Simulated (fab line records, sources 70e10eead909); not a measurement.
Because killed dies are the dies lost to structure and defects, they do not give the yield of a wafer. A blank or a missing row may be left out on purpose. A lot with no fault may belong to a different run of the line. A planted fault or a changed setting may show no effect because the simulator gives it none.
fab line records	flow nand_harc
record: lots: 24	wafers: 72	last_day: 33
route steps=1302 shown P_M2@330 P_BONDPAD@353
lots with no fault: from the same line, run without faults
start_h: hours from the record's opening day to when the first of the lot's shown wafers began	wait_h: how many hours have passed since the lot's step before this one	" identical to the entry in the row above	L1.1+2: a row that stands for several wafers	- no value, or no start was given	* or withheld: withheld	< > ~ a bound
route shown NAME@n: NAME is a module with steps in the file, n the number in the route of the first one	usual: the fault-free wafers' mean and standard deviation	same: alike in all rows	chamber/n: place in a boat	sites: the reading at each site	_std_site: the values' standard deviation	_edge_site: inner sites' mean taken away from outer sites' mean	radius_mm: for every site, how far away it sits from the centre of the wafer	mask NAME#n: copy n	behind: tool/chamber where the wafer was last shaped	hold: why the lot went on hold/how many hours it stayed there/how the hold came to an end	device: whichever transistor did not switch (one of n, p or np)	end of line: at the end of the route, the tests of the same wafers	a step given without rows: its recipe and nothing more	killed: at the first sort, the dies lost to defects and structure; wafer yield is something else	map: the dies of a wafer, with x for killed, . for not killed, _ for no die there
set.NAME: setting as actually run; set.NAME@STEP: the setting as run at that earlier step	model.NAME: the simulator's own value behind a step, which no gauge read
the route's steps for a sample of lots (tables are steps, rows are wafers)
services: a tool's chamber out of use, with start hour (start_h, from the record's first day; less than 0 if before it), hours out, and reason
== steps ==
step: NHARC_P_M2_INSPECT_11
usual: raw_defect_count: 4.7/2.6
lot.wafer	tool	chamber	start_h	wait_h	raw_defect_count
L074.4	defect_inspect-02	-	137.55	0.0	7
L074.5	"	-	"	"	12
L074.6	"	-	"	"	4
L075.3	defect_inspect-02	-	138.15	0.0	4
L075.4	"	-	"	"	1
L075.5	"	-	"	"	3
L076.3	defect_inspect-02	-	153.91	0.0	0
L076.4	"	-	"	"	4
L076.5	"	-	"	"	4
L077.1	defect_inspect-01	-	155.59	0.0	2
L077.4	"	-	"	"	6
L077.5	"	-	"	"	2
L078.2	defect_inspect-01	-	172.24	0.0	9
L078.3	"	-	"	"	3
L078.4	"	-	"	"	2
L079.1	defect_inspect-02	-	180.71	0.0	7
L079.4	"	-	"	"	0
L079.5	"	-	"	"	2
L080.1	defect_inspect-01	-	200.05	0.0	3
L080.3	"	-	"	"	2
L080.6	"	-	"	"	3
L081.2	defect_inspect-01	-	200.98	0.0	6
L081.3	"	-	"	"	4
L081.6	"	-	"	"	4
L082.1	defect_inspect-01	-	214.01	0.0	12
L082.2	"	-	"	"	8
L082.5	"	-	"	"	14
L083.1	defect_inspect-02	-	218.46	0.0	3
L083.2	"	-	"	"	5
L083.6	"	-	"	"	2
L084.3	defect_inspect-01	-	226.61	0.0	5
L084.4	"	-	"	"	7
L084.5	"	-	"	"	7
L085.1	defect_inspect-01	-	237.64	0.0	8
L085.4	"	-	"	"	8
L085.6	"	-	"	"	11
L086.1	defect_inspect-01	-	244.31	0.0	5
L086.2	"	-	"	"	4
L086.5	"	-	"	"	1
L087.3	defect_inspect-01	-	262.03	0.0	4
L087.4	"	-	"	"	5
L087.5	"	-	"	"	7
L088.2	defect_inspect-02	-	275.01	0.0	3
L088.4	"	-	"	"	5
L088.6	"	-	"	"	3
L089.1	defect_inspect-01	-	276.18	0.0	3
L089.4	"	-	"	"	7
L089.5	"	-	"	"	1
L090.1	defect_inspect-01	-	290.53	0.0	6
L090.4	"	-	"	"	4
L090.5	"	-	"	"	2
L091.2	defect_inspect-01	-	295.19	0.0	3
L091.4	"	-	"	"	8
L091.6	"	-	"	"	4
L092.1	defect_inspect-01	-	311.23	0.0	5
L092.4	"	-	"	"	6
L092.6	"	-	"	"	6
L093.1	defect_inspect-02	-	318.79	0.0	6
L093.2	"	-	"	"	6
L093.4	"	-	"	"	5
L094.1	defect_inspect-01	-	331.24	0.0	5
L094.2	"	-	"	"	3
L094.5	"	-	"	"	10
L095.2	defect_inspect-01	-	353.74	0.0	4
L095.3	"	-	"	"	6
L095.4	"	-	"	"	1
L096.2	defect_inspect-02	-	356.04	0.0	0
L096.3	"	-	"	"	1
L096.5	"	-	"	"	2
L097.1	defect_inspect-02	-	365.71	0.0	10
L097.2	"	-	"	"	6
L097.3	"	-	"	"	6
step: NHARC_P_M2_DESCUM_14
recipe: time_s: 3	o2_flow_sccm: 200	ar_flow_sccm: 0	bias_power_w: 0	chemistry: O2
usual: drypump_motor_current_A: 5.6/0.54	oes_product_au: 0.999/0.013	rf_vpp_V: 57.6/0.85	showerhead_plenum_p_Torr: 1.88/0.087	throttle_valve_pct: 11.311/0.01
lot.wafer	tool	chamber	start_h	wait_h	drypump_motor_current_A	oes_product_au	rf_hours_counter_h	rf_vpp_V	showerhead_plenum_p_Torr	throttle_valve_pct
L074.4	rie_diel-02	3	137.63	0.1	4.8	0.983	5	56.3	1.80	11.296
L074.5	"	0	"	"	5.9	0.982	-	58.5	2.06	11.301
L074.6	"	1	"	"	4.8	0.975	-	58.7	1.82	11.315
L075.4	rie_diel-02	0	138.22	0.1	5.9	0.987	4	58.1	2.06	11.308
L075.3	"	1	"	"	4.8	0.978	6	58.0	1.82	11.307
L075.5	"	0	"	"	5.9	0.993	-	58.5	2.06	11.313
L076.3	rie_diel-02	0	153.98	0.1	5.9	0.992	6	58.7	2.06	11.300
L076.4	"	1	"	"	4.8	0.978	6	57.0	1.82	11.307
L076.5	"	3	"	"	4.8	0.984	-	58.0	1.80	11.313
L077.4	rie_diel-06	3	155.65	0.1	6.1	0.990	1	58.7	1.80	11.308
L077.1	"	0	"	"	5.6	0.992	1	57.4	1.87	11.329
L077.5	"	0	"	"	5.6	1.003	-	57.7	1.87	11.306
L078.2	rie_diel-06	3	172.30	0.1	6.1	0.977	1	57.4	1.80	11.315
L078.4	"	1	"	"	5.7	1.008	1	58.8	2.00	11.315
L078.3	"	2	"	"	6.3	1.006	1	58.3	1.97	11.316
L079.4	rie_diel-06	3	180.78	0.1	6.1	0.996	1	56.8	1.80	11.289
L079.1	"	0	"	"	5.6	1.009	1	58.1	1.87	11.295
L079.5	"	2	"	"	6.3	1.012	-	57.0	1.97	11.304
L080.3	rie_diel-02	2	200.11	0.1	5.8	1.012	10	59.8	1.88	11.330
L080.1	"	0	"	"	5.8	1.010	10	57.5	2.06	11.315
L080.6	"	3	"	"	4.8	0.991	-	57.0	1.80	11.326
L081.3	rie_diel-03	0	201.04	0.1	5.5	1.004	3	57.9	1.90	11.303
L081.2	"	2	"	"	6.4	0.983	3	57.1	1.83	11.307
L081.6	"	1	"	"	5.3	1.003	-	57.8	1.82	11.298
L082.2	rie_diel-02	2	214.07	0.1	5.7	1.007	11	57.4	1.88	11.303
L082.1	"	1	"	"	4.8	0.990	11	58.2	1.82	11.297
L082.5	"	3	"	"	4.8	0.992	-	57.9	1.80	11.298
L083.1	rie_diel-06	3	218.53	0.1	6.0	1.006	5	57.0	1.80	11.304
L083.2	"	0	"	"	5.6	1.009	5	58.0	1.87	11.290
L083.6	"	2	"	"	6.4	1.007	-	57.2	1.97	11.322
L084.3	rie_diel-06	1	226.67	0.1	5.7	1.000	5	57.9	2.00	11.294
L084.4	"	2	"	"	6.3	1.021	3	57.4	1.97	11.303
L084.5	"	1	"	"	5.7	1.019	-	58.5	2.00	11.308
L085.4	rie_diel-03	2	237.70	0.1	6.4	1.015	5	58.3	1.83	11.314
L085.1	"	0	"	"	5.5	1.003	5	56.2	1.90	11.326
L085.6	"	3	"	"	5.0	1.024	-	59.1	1.81	11.328
L086.1	rie_diel-02	1	244.39	0.1	4.8	0.984	0	55.1	1.82	11.312
L086.2	"	2	"	"	5.7	0.993	1	58.6	1.88	11.315
L086.5	"	0	"	"	5.9	0.986	-	59.0	2.06	11.300
L087.3	rie_diel-06	2	262.10	0.1	6.3	0.998	5	58.9	1.97	11.312
L087.4	"	0	"	"	5.6	0.998	6	57.4	1.87	11.310
L087.5	"	1	"	"	5.7	1.013	-	58.1	2.00	11.305
L088.2	rie_diel-06	2	275.07	0.1	6.4	0.999	6	57.2	1.97	11.322
L088.4	"	3	"	"	6.1	1.003	7	57.5	1.80	11.303
L088.6	"	2	"	"	6.4	1.001	-	61.0	1.97	11.307
L089.4	rie_diel-06	3	276.25	0.1	6.0	1.006	7	57.4	1.80	11.309
L089.1	"	1	"	"	5.7	1.009	7	57.8	2.00	11.308
L089.5	"	2	"	"	6.3	1.000	-	58.1	1.97	11.312
L090.4	rie_diel-03	2	290.59	0.1	6.4	0.977	0	58.3	1.82	11.323
L090.1	"	0	"	"	5.5	0.991	0	56.7	1.90	11.313
L090.5	"	1	"	"	5.3	1.000	-	57.6	1.82	11.328
L091.4	rie_diel-03	3	295.26	0.1	5.0	1.030	0	57.6	1.81	11.302
L091.2	"	0	"	"	5.5	0.994	0	57.3	1.90	11.309
L091.6	"	2	"	"	6.4	0.973	-	57.8	1.82	11.299
L092.4	rie_diel-03	3	311.29	0.1	5.0	1.016	1	58.4	1.81	11.319
L092.1	"	2	"	"	6.4	0.991	1	57.1	1.82	11.298
L092.6	"	0	"	"	5.5	0.997	-	57.3	1.90	11.335
L093.2	rie_diel-03	1	318.85	0.1	5.3	1.005	1	56.7	1.82	11.331
L093.1	"	2	"	"	6.4	0.990	1	57.4	1.82	11.316
L093.4	"	3	"	"	5.0	1.027	2	56.5	1.81	11.319
L094.2	rie_diel-02	0	331.31	0.1	5.8	0.984	5	58.6	2.06	11.305
L094.1	"	2	"	"	5.7	0.993	5	56.8	1.88	11.323
L094.5	"	0	"	"	5.9	0.980	-	57.8	2.06	11.304
L095.4	rie_diel-03	1	353.80	0.1	5.3	1.001	4	56.6	1.82	11.315
L095.3	"	3	"	"	5.0	1.016	5	57.5	1.81	11.322
L095.2	"	0	"	"	5.5	0.995	5	57.4	1.90	11.318
L096.3	rie_diel-02	0	356.11	0.1	5.9	0.989	8	58.4	2.06	11.312
L096.2	"	2	"	"	5.7	0.993	7	58.0	1.88	11.306
L096.5	"	3	"	"	4.8	1.000	-	56.8	1.80	11.317
L097.2	rie_diel-06	0	365.78	0.1	5.6	0.981	2	58.3	1.86	11.304
L097.3	"	2	"	"	6.3	1.003	2	57.7	1.97	11.308
L097.1	"	3	"	"	6.1	0.980	2	58.8	1.80	11.308
step: NHARC_P_M2_PVD_21
recipe: target_thk_a: 300	chamber_pressure_pa: 5	power_w: 5000	substrate_temp_c: 30	time_s: 20.49	material: Cu
usual: throttle_valve_pct: 30.0/0.87
lot.wafer	tool	chamber	start_h	wait_h	throttle_valve_pct
L074.4	pvd_sputter-03	-	-	-	30.5
L074.5	"	-	"	"	29.7
L074.6	"	-	"	"	30.4
L075.4	pvd_sputter-01	-	-	-	28.9
L075.3	"	-	"	"	31.7
L075.5	"	-	"	"	29.6
L076.4	pvd_sputter-01	-	-	-	28.8
L076.3	"	-	"	"	29.4
L076.5	"	-	"	"	28.8
L077.1	pvd_sputter-02	-	-	-	29.9
L077.4	"	-	"	"	30.3
L077.5	"	-	"	"	29.7
L078.4	pvd_sputter-02	-	-	-	30.1
L078.2	"	-	"	"	29.9
L078.3	"	-	"	"	29.6
L079.4	pvd_sputter-01	-	-	-	31.9
L079.1	"	-	"	"	29.3
L079.5	"	-	"	"	31.2
L080.3	pvd_sputter-03	-	-	-	29.8
L080.1	"	-	"	"	29.1
L080.6	"	-	"	"	30.5
L081.2	pvd_sputter-03	-	-	-	29.9
L081.3	"	-	"	"	30.5
L081.6	"	-	"	"	28.9
L082.2	pvd_sputter-02	-	-	-	29.9
L082.1	"	-	"	"	30.0
L082.5	"	-	"	"	29.6
L083.1	pvd_sputter-02	-	-	-	29.8
L083.2	"	-	"	"	30.0
L083.6	"	-	"	"	30.4
L084.4	pvd_sputter-03	-	-	-	30.7
L084.3	"	-	"	"	29.6
L084.5	"	-	"	"	30.6
L085.4	pvd_sputter-03	-	-	-	28.8
L085.1	"	-	"	"	30.8
L085.6	"	-	"	"	28.9
L086.1	pvd_sputter-03	-	-	-	29.8
L086.2	"	-	"	"	29.5
L086.5	"	-	"	"	28.7
L087.3	pvd_sputter-02	-	-	-	29.8
L087.4	"	-	"	"	29.5
L087.5	"	-	"	"	29.6
L088.2	pvd_sputter-02	-	-	-	30.3
L088.4	"	-	"	"	30.3
L088.6	"	-	"	"	30.2
L089.4	pvd_sputter-03	-	-	-	28.8
L089.1	"	-	"	"	30.8
L089.5	"	-	"	"	29.8
L090.4	pvd_sputter-03	-	-	-	30.7
L090.1	"	-	"	"	29.0
L090.5	"	-	"	"	30.6
L091.2	pvd_sputter-01	-	-	-	30.5
L091.4	"	-	"	"	29.8
L091.6	"	-	"	"	28.6
L092.1	pvd_sputter-02	-	-	-	30.0
L092.4	"	-	"	"	29.6
L092.6	"	-	"	"	29.6
L093.4	pvd_sputter-02	-	-	-	29.5
L093.1	"	-	"	"	29.4
L093.2	"	-	"	"	30.1
L094.2	pvd_sputter-01	-	-	-	32.5
L094.1	"	-	"	"	28.8
L094.5	"	-	"	"	32.3
L095.3	pvd_sputter-03	-	-	-	28.9
L095.4	"	-	"	"	29.9
L095.2	"	-	"	"	29.6
L096.2	pvd_sputter-03	-	-	-	29.9
L096.3	"	-	"	"	29.4
L096.5	"	-	"	"	30.0
L097.2	pvd_sputter-01	-	-	-	32.4
L097.3	"	-	"	"	30.8
L097.1	"	-	"	"	29.6
step: NHARC_P_BONDPAD_THK_MEAS_33
recipe: thk_meas_gauge: ellipsometry
usual: thk_nm: 199.9/1.7
lot.wafer	tool	chamber	start_h	wait_h	thk_nm
L074.4	film_metro-02	-	141.56	0.2	199.1
L074.5	"	-	"	"	198.0
L074.6	"	-	"	"	199.6
L075.3	film_metro-02	-	142.33	0.2	198.1
L075.4	"	-	"	"	201.9
L075.5	"	-	"	"	199.7
L076.3	film_metro-01	-	157.75	0.2	200.5
L076.4	"	-	"	"	200.6
L076.5	"	-	"	"	200.1
L077.1	film_metro-02	-	159.41	0.2	200.1
L077.4	"	-	"	"	200.4
L077.5	"	-	"	"	200.4
L078.2	film_metro-02	-	176.61	0.2	200.5
L078.3	"	-	"	"	197.5
L078.4	"	-	"	"	200.0
L079.1	film_metro-02	-	184.59	0.1	201.6
L079.4	"	-	"	"	198.9
L079.5	"	-	"	"	199.8
L081.2	film_metro-01	-	205.31	0.2	198.2
L081.3	"	-	"	"	198.2
L081.6	"	-	"	"	201.3
L080.1	film_metro-01	-	205.31	0.2	199.4
L080.3	"	-	"	"	201.5
L080.6	"	-	"	"	198.6
L082.1	film_metro-01	-	218.43	0.2	197.9
L082.2	"	-	"	"	201.2
L082.5	"	-	"	"	201.8
L083.1	film_metro-02	-	222.42	0.2	200.9
L083.2	"	-	"	"	201.2
L083.6	"	-	"	"	201.7
L084.3	film_metro-02	-	230.49	0.2	203.6
L084.4	"	-	"	"	199.6
L084.5	"	-	"	"	197.9
L085.1	film_metro-02	-	241.49	0.2	198.7
L085.4	"	-	"	"	200.1
L085.6	"	-	"	"	200.9
L086.1	film_metro-01	-	248.15	0.2	201.2
L086.2	"	-	"	"	198.2
L086.5	"	-	"	"	197.9
L087.3	film_metro-02	-	265.90	0.2	199.1
L087.4	"	-	"	"	201.7
L087.5	"	-	"	"	198.7
L088.2	film_metro-01	-	278.95	0.1	200.6
L088.4	"	-	"	"	200.2
L088.6	"	-	"	"	199.9
L089.1	film_metro-02	-	280.00	0.2	198.3
L089.4	"	-	"	"	200.5
L089.5	"	-	"	"	201.5
L090.1	film_metro-01	-	294.39	0.2	201.2
L090.4	"	-	"	"	196.9
L090.5	"	-	"	"	204.0
L091.2	film_metro-02	-	299.22	0.2	197.9
L091.4	"	-	"	"	201.4
L091.6	"	-	"	"	199.6
L092.1	film_metro-01	-	315.29	0.2	201.1
L092.4	"	-	"	"	198.4
L092.6	"	-	"	"	201.2
L093.1	film_metro-02	-	322.85	0.2	198.4
L093.2	"	-	"	"	195.5
L093.4	"	-	"	"	198.6
L094.1	film_metro-01	-	335.14	0.2	201.8
L094.2	"	-	"	"	200.5
L094.5	"	-	"	"	201.8
L095.2	film_metro-02	-	357.62	0.2	200.6
L095.3	"	-	"	"	198.2
L095.4	"	-	"	"	200.2
L096.2	film_metro-02	-	359.95	0.2	200.4
L096.3	"	-	"	"	200.2
L096.5	"	-	"	"	198.7
L097.1	film_metro-02	-	369.66	0.2	198.5
L097.2	"	-	"	"	200.0
L097.3	"	-	"	"	200.3
step: NHARC_P_BONDPAD_ETCH_37
recipe: target_depth_a: 600	overetch_a: 180	time_s: 65.91	ion_energy_ev: 200	n2_flow_sccm: 150	h2_flow_sccm: 150	ar_flow_sccm: 0	rf_w: 400	bias_w: 150	chemistry: N2/H2
usual: drypump_motor_current_A: 6.0/0.52	oes_product_au: 0.999/0.015	rf_vpp_V: 430.7/2	showerhead_plenum_p_Torr: 2.05/0.069	throttle_valve_pct: 14.173/0.0097
lot.wafer	tool	chamber	start_h	wait_h	drypump_motor_current_A	oes_product_au	rf_hours_counter_h	rf_vpp_V	showerhead_plenum_p_Torr	throttle_valve_pct
L074.4	rie_diel-12	0	142.41	0.1	6.7	0.995	1.4	433.6	2.16	14.173
L074.6	"	0	"	"	6.7	0.990	-	433.6	2.15	14.183
L074.5	"	1	"	"	5.8	0.992	-	428.5	1.97	14.189
L075.4	rie_diel-12	2	143.20	0.1	6.2	1.008	1.6	433.4	2.17	14.163
L075.3	"	3	"	"	5.7	1.013	1.5	431.4	2.04	14.183
L075.5	"	1	"	"	5.8	0.984	-	427.3	1.97	14.170
L076.4	rie_diel-05	1	158.49	0.1	6.4	0.976	1.8	433.0	2.08	14.165
L076.3	"	2	"	"	6.4	1.033	3.3	430.3	1.97	14.178
L076.5	"	1	"	"	6.4	0.996	-	431.2	2.08	14.168
L077.1	rie_diel-05	2	160.28	0.1	6.4	1.034	3.4	429.0	1.97	14.159
L077.4	"	3	"	"	4.8	0.979	3.5	430.5	2.04	14.171
L077.5	"	2	"	"	6.4	1.032	-	429.6	1.97	14.175
L078.3	rie_diel-05	0	177.48	0.1	5.4	1.004	3.9	429.5	2.01	14.158
L078.2	"	1	"	"	6.4	1.000	2.1	432.3	2.08	14.170
L078.4	"	2	"	"	6.4	1.035	3.7	428.8	1.97	14.174
L079.4	rie_diel-05	1	185.48	0.1	6.4	0.983	2.2	431.0	2.08	14.175
L079.1	"	2	"	"	6.4	1.030	3.9	429.1	1.97	14.199
L079.5	"	2	"	"	6.5	1.027	-	430.5	1.97	14.190
L081.2	rie_diel-12	1	206.17	0.1	5.8	0.980	6.0	428.2	1.96	14.168
L081.3	"	2	"	"	6.2	1.001	5.9	434.0	2.17	14.168
L081.6	"	2	"	"	6.2	1.001	-	433.2	2.17	14.174
L080.1	rie_diel-08	0	206.33	0.1	6.0	0.996	0.3	429.2	1.97	14.175
L080.3	"	2	"	"	6.1	0.985	0.4	432.1	2.07	14.179
L080.6	"	0	"	"	6.0	1.005	-	427.6	1.97	14.159
L082.1	rie_diel-08	2	219.29	0.1	6.1	0.980	0.6	430.6	2.07	14.173
L082.2	"	0	"	"	6.0	1.016	0.5	428.6	1.97	14.178
L082.5	"	2	"	"	6.1	0.990	-	431.2	2.07	14.177
L083.2	rie_diel-05	3	223.18	0.1	4.8	0.989	4.7	429.8	2.04	14.190
L083.1	"	1	"	"	6.4	0.988	3.3	431.2	2.08	14.166
L083.6	"	3	"	"	4.8	0.979	-	430.3	2.04	14.163
L084.3	rie_diel-12	3	231.23	0.1	5.6	1.013	7.6	431.5	2.04	14.160
L084.4	"	1	"	"	5.8	0.985	8.5	427.3	1.96	14.159
L084.5	"	3	"	"	5.7	1.022	-	430.4	2.04	14.157
L085.1	rie_diel-08	1	242.24	0.1	6.3	1.000	1.7	433.0	2.14	14.155
L085.4	"	3	"	"	6.4	1.019	2.7	428.4	1.98	14.172
L085.6	"	0	"	"	6.0	0.986	-	428.4	1.97	14.163
L086.1	rie_diel-08	0	249.01	0.1	6.0	0.994	2.3	428.7	1.97	14.176
L086.2	"	2	"	"	6.2	0.986	2.7	431.4	2.07	14.165
L086.5	"	1	"	"	6.3	0.998	-	432.5	2.14	14.180
L087.3	rie_diel-05	1	266.77	0.1	6.4	0.988	1.0	432.6	2.08	14.165
L087.4	"	3	"	"	4.8	0.998	1.1	430.0	2.04	14.175
L087.5	"	1	"	"	6.4	0.977	-	431.8	2.08	14.168
L088.2	rie_diel-08	0	279.81	0.1	6.0	0.992	4.2	429.9	1.97	14.166
L088.4	"	2	"	"	6.2	0.981	4.8	430.8	2.07	14.174
L088.6	"	0	"	"	6.0	0.994	-	429.5	1.97	14.181
L089.1	rie_diel-05	1	280.94	0.1	6.4	0.983	1.2	431.8	2.08	14.178
L089.4	"	1	"	"	6.4	1.007	-	431.4	2.08	14.186
L089.5	"	0	"	"	5.3	0.985	-	429.0	2.01	14.180
L090.4	rie_diel-05	0	295.26	0.1	5.3	0.977	1.8	429.6	2.01	14.160
L090.1	"	3	"	"	4.8	0.995	1.4	429.6	2.04	14.170
L090.5	"	1	"	"	6.4	0.994	-	432.0	2.08	14.179
L091.2	rie_diel-12	2	300.10	0.1	6.2	0.999	0.3	432.7	2.17	14.190
L091.4	"	0	"	"	6.6	0.993	0.4	433.2	2.15	14.180
L091.6	"	2	"	"	6.2	1.011	-	433.5	2.17	14.169
L092.1	rie_diel-12	2	316.16	0.1	6.1	1.011	1.3	433.5	2.17	14.161
L092.4	"	0	"	"	6.6	1.002	1.0	435.1	2.15	14.173
L092.6	"	2	"	"	6.1	1.008	-	433.1	2.17	14.183
L093.2	rie_diel-05	3	323.59	0.1	4.8	1.003	1.7	430.2	2.04	14.167
L093.4	"	0	"	"	5.4	0.982	2.1	430.2	2.01	14.162
L093.1	"	1	"	"	6.4	0.990	1.9	431.2	2.08	14.189
L094.1	rie_diel-08	0	336.04	0.1	6.0	0.995	7.8	428.3	1.97	14.177
L094.2	"	2	"	"	6.1	0.986	8.4	431.7	2.07	14.164
L094.5	"	1	"	"	6.3	1.002	-	432.0	2.14	14.179
L095.3	rie_diel-05	2	358.36	0.1	6.4	1.017	2.1	429.2	1.97	14.171
L095.2	"	0	"	"	5.3	0.975	2.6	429.6	2.01	14.178
L095.4	"	1	"	"	6.4	0.999	2.3	431.5	2.08	14.166
L096.2	rie_diel-08	2	360.83	0.1	6.1	0.974	10.5	431.9	2.07	14.166
L096.3	"	0	"	"	6.0	0.997	9.9	428.6	1.97	14.183
L096.5	"	0	"	"	6.0	0.999	-	428.0	1.97	14.164
L097.3	rie_diel-12	1	370.52	0.1	5.8	0.987	4.0	428.6	1.96	14.154
L097.2	"	3	"	"	5.7	1.003	4.2	431.8	2.04	14.177
L097.1	"	0	"	"	6.6	1.002	3.8	435.0	2.15	14.197
step: NHARC_P_BONDPAD_ACTIVATE_29
recipe: time_s: 60	n2_flow_sccm: 200	ar_flow_sccm: 0	bias_power_w: 0	chemistry: N2
usual: drypump_motor_current_A: 6.0/0.51	oes_product_au: 0.999/0.016	rf_vpp_V: 64.1/0.88	showerhead_plenum_p_Torr: 1.77/0.06
lot.wafer	tool	chamber	start_h	wait_h	drypump_motor_current_A	oes_product_au	rf_hours_counter_h	rf_vpp_V	showerhead_plenum_p_Torr
L074.5	rie_diel-05	3	145.05	0.1	4.8	0.977	-	64.3	1.77
L074.6	"	0	"	"	5.4	1.013	-	63.6	1.74
L074.4	"	2	"	"	6.4	1.035	-	65.2	1.71
L075.4	rie_diel-08	3	145.72	0.1	6.4	0.989	5.7	64.8	1.71
L075.3	"	1	"	"	6.3	0.973	5.8	63.1	1.85
L075.5	"	3	"	"	6.4	0.999	-	63.7	1.71
L076.3	rie_diel-12	0	161.05	0.1	6.6	0.987	2.5	64.0	1.86
L076.4	"	2	"	"	6.1	1.007	2.2	64.4	1.88
L076.5	"	0	"	"	6.6	0.986	-	64.6	1.86
L077.4	rie_diel-08	1	162.84	0.1	6.3	0.966	6.2	64.0	1.85
L077.1	"	2	"	"	6.1	0.984	5.2	64.7	1.79
L077.5	"	1	"	"	6.3	0.963	-	63.5	1.85
L078.3	rie_diel-05	1	180.11	0.1	6.4	0.987	2.1	64.3	1.80
L078.4	"	2	"	"	6.4	1.031	3.8	65.7	1.71
L078.2	"	0	"	"	5.3	0.997	4.0	65.6	1.74
L079.4	rie_diel-05	1	188.01	0.1	6.4	0.986	2.3	62.7	1.80
L079.1	"	3	"	"	4.8	0.982	4.0	63.7	1.77
L079.5	"	1	"	"	6.4	0.997	-	62.3	1.80
L081.3	rie_diel-12	1	208.71	0.1	5.8	0.991	6.1	64.0	1.70
L081.2	"	0	"	"	6.6	1.001	5.0	64.5	1.86
L081.6	"	2	"	"	6.2	1.014	-	64.7	1.88
L080.3	rie_diel-08	1	209.02	0.1	6.3	0.993	0.4	65.2	1.85
L080.1	"	3	"	"	6.4	1.037	0.5	62.9	1.71
L080.6	"	1	"	"	6.3	1.010	-	63.7	1.85
L082.1	rie_diel-08	3	221.88	0.1	6.4	1.022	0.9	63.3	1.71
L082.2	"	2	"	"	6.1	0.978	0.8	63.4	1.79
L082.5	"	0	"	"	6.0	1.002	-	64.2	1.71
L083.2	rie_diel-08	1	225.76	0.1	6.3	0.993	0.7	63.6	1.85
L083.1	"	2	"	"	6.1	0.991	0.9	63.6	1.79
L083.6	"	2	"	"	6.1	0.985	-	64.2	1.79
L084.3	rie_diel-12	0	233.77	0.1	6.6	0.995	7.2	63.7	1.86
L084.4	"	1	"	"	5.8	0.985	8.6	62.0	1.70
L084.5	"	0	"	"	6.6	0.997	-	65.1	1.86
L085.1	rie_diel-05	1	244.76	0.1	6.4	0.998	0.0	63.4	1.80
L085.4	"	3	"	"	4.8	0.994	0.2	64.0	1.77
L085.6	"	1	"	"	6.4	0.996	-	64.4	1.80
L086.2	rie_diel-08	3	252.21	0.1	6.4	1.016	3.0	64.7	1.71
L086.1	"	2	"	"	6.1	0.992	2.7	65.8	1.79
L086.5	"	3	"	"	6.4	1.018	-	64.0	1.71
L087.3	rie_diel-05	0	269.34	0.1	5.3	0.965	1.2	64.4	1.74
L087.4	"	2	"	"	6.4	1.013	1.2	62.3	1.71
L087.5	"	1	"	"	6.4	0.985	-	64.0	1.80
L088.2	rie_diel-08	1	282.35	0.1	6.3	0.987	4.4	63.8	1.85
L088.4	"	2	"	"	6.1	0.980	4.9	65.9	1.79
L088.6	"	0	"	"	6.0	0.989	-	62.5	1.71
L089.1	rie_diel-12	3	283.59	0.1	5.7	0.986	0.2	63.5	1.77
L089.4	"	0	"	"	6.6	0.997	0.2	64.0	1.86
L089.5	"	0	"	"	6.6	1.000	-	64.2	1.86
L090.4	rie_diel-12	3	297.83	0.1	5.7	1.003	0.2	63.9	1.77
L090.1	"	2	"	"	6.2	0.995	0.2	64.1	1.88
L090.5	"	3	"	"	5.7	1.000	-	64.7	1.77
L091.2	rie_diel-05	3	302.70	0.1	4.8	0.992	1.6	63.9	1.77
L091.4	"	0	"	"	5.3	0.963	1.9	63.7	1.74
L091.6	"	0	"	"	5.4	0.975	-	63.5	1.74
L092.4	rie_diel-12	0	318.73	0.1	6.6	0.999	1.1	64.3	1.86
L092.1	"	1	"	"	5.8	1.007	1.1	63.7	1.70
L092.6	"	3	"	"	5.7	1.010	-	64.3	1.77
L093.1	rie_diel-08	2	326.10	0.1	6.1	0.976	8.3	65.0	1.79
L093.2	"	3	"	"	6.4	1.021	8.0	63.2	1.71
L093.4	"	3	"	"	6.4	1.032	-	63.8	1.71
L094.2	rie_diel-05	2	338.77	0.1	6.4	1.007	1.9	64.8	1.71
L094.1	"	1	"	"	6.4	0.993	2.2	64.3	1.80
L094.5	"	2	"	"	6.4	1.013	-	63.6	1.71
L095.3	rie_diel-12	2	360.93	0.1	6.1	1.021	4.2	63.7	1.87
L095.4	"	0	"	"	6.7	1.004	3.5	65.0	1.86
L095.2	"	1	"	"	5.8	0.985	3.8	63.2	1.70
L096.2	rie_diel-12	0	363.39	0.1	6.6	0.988	3.6	65.7	1.86
L096.3	"	1	"	"	5.8	0.997	3.9	65.4	1.70
L096.5	"	3	"	"	5.7	1.004	-	64.2	1.77
L097.3	rie_diel-05	2	373.10	0.1	6.4	1.006	2.8	63.7	1.71
L097.2	"	0	"	"	5.3	0.979	3.4	63.4	1.74
L097.1	"	1	"	"	6.4	0.984	3.0	64.8	1.80
== services ==
tool	chamber	start_h	hours	kind
rie_diel-05	3	128.90	12.1	repair
rie_diel-06	-	130.20	9.0	pm
rie_diel-05	1	139.90	16.7	repair
rie_diel-05	3	161.83	10.5	repair
rie_diel-08	-	190.81	9.0	pm
rie_diel-06	2	201.96	13.4	repair
pvd_sputter-03	-	209.34	10.0	pm
rie_diel-02	-	216.70	9.0	pm
rie_diel-05	0	221.39	7.3	repair
rie_diel-05	-	229.60	9.0	pm
rie_diel-12	3	236.02	4.3	repair
rie_diel-06	2	253.06	3.2	repair
rie_diel-12	2	266.34	1.9	repair
rie_diel-12	-	268.40	9.0	pm
rie_diel-05	-	272.34	2.6	repair
rie_diel-05	2	278.46	7.6	repair
rie_diel-05	3	280.32	3.9	repair
rie_diel-08	1	296.52	9.6	repair
rie_diel-06	-	307.20	9.0	pm
rie_diel-08	0	324.33	6.1	repair
rie_diel-08	3	330.57	57.5	repair
pvd_sputter-03	-	338.72	2.0	repair
rie_diel-06	1	360.66	14.1	repair
rie_diel-08	-	367.81	9.0	pm
== key ==
fault none
